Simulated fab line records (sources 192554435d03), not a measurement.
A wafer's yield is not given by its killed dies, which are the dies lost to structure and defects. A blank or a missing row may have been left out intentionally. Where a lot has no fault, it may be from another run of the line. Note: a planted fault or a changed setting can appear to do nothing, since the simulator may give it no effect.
Matching of chambers    flow n5_finfet    4 sister chambers for N5_BEOL_M3_STRIP_36 on rie_diel-01
The step strips in N2/H2. 4 wafers are shown with their chamber, then 7 later ones without.

## WAFERS, EACH WITH ITS CHAMBER
wafer   chamber  throttle_valve_pct (%)
L678.2  2        23.9
L683.4  3        24.0
L685.2  1        23.2
L685.3  0        23.1

## WAFERS WITH NO CHAMBER GIVEN
wafer   throttle_valve_pct (%)
L685.5  24.1
L693.2  23.5
L693.4  23.1
L693.5  24.1
L696.1  23.1
L696.5  23.1
L696.6  23.5

## CHAMBER TAKEN BY EACH
wafer   from the rows above                in truth
L685.5  can't be placed: 3 or 2            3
L693.2  can't be placed: 1 or 0 or 2 or 3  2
L693.4  can't be placed: 0 or 1            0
L693.5  can't be placed: 3 or 2            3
L696.1  can't be placed: 0 or 1            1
L696.5  can't be placed: 0 or 1            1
L696.6  can't be placed: 1 or 0 or 2 or 3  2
Correct placement for 0 of the 7. From these rows, 7 cannot be placed; in 7 the true chamber is one of the candidates. 0 placed wrongly.
How it was worked out, from the rows above alone: a wafer's distance from a chamber is the root of the sum, over the readings, of the square of ((its reading less the chamber's mean) divided by the reading's scatter). If the next closest chamber is less than 2 further off than the closest, the wafer can't be placed; otherwise it belongs to the closest. For every chamber, the mean is computed from those of its wafers that are shown. The scatter: with one shown wafer a chamber, the root of the mean of the squares of how far each hidden wafer lies from its nearest shown one.
